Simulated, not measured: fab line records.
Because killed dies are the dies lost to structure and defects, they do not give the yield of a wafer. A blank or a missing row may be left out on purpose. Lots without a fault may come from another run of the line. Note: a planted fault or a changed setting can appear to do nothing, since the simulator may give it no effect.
Chamber matching -- flow n5-finfet -- 4 sister chambers for N5_BEOL_M7_ETCH_65 on rie-diel-03
The step etches SiARC in CF4, target depth 15.6 nm, time 26 s. 4 wafers are shown with their chamber, then 10 later ones without.

WAFERS PAIRED WITH THEIR CHAMBERS
wafer,chamber,showerhead-plenum-p-Torr (Torr)
L085.3,1,2.14
L085.5,3,2.21
L084.3,0,2.08
L084.4,2,2.05

WAFERS WHOSE CHAMBER IS MISSING
wafer,showerhead-plenum-p-Torr (Torr)
L084.5,2.21
L087.1,2.08
L087.3,2.05
L087.6,2.14
L091.3,2.21
L091.5,2.07
L091.6,2.21
L092.2,2.20
L092.3,2.05
L092.6,2.07

EACH ONE'S CHAMBER
wafer,from the rows above,in truth
L084.5,3,3
L087.1,0,0
L087.3,2,2
L087.6,1,1
L091.3,3,3
L091.5,can't be placed: 0 or 2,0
L091.6,3,3
L092.2,3,3
L092.3,2,2
L092.6,can't be placed: 0 or 2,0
8 of 10 placed correctly. Unplaceable from these rows: 2, with the true chamber sitting among the candidates in 2. Wrongly placed: 0.
How it was worked out, from the rows above alone: a wafer's distance from a chamber is the root of the sum, over the readings, of the square of ((its reading less the chamber's mean) divided by the reading's scatter). If the next closest chamber is less than 2 further off than the closest, the wafer can't be placed; otherwise it belongs to the closest. A chamber's mean is the mean of its shown wafers. The scatter: root of mean squared gap, hidden wafer to nearest shown wafer, with one shown wafer a chamber.
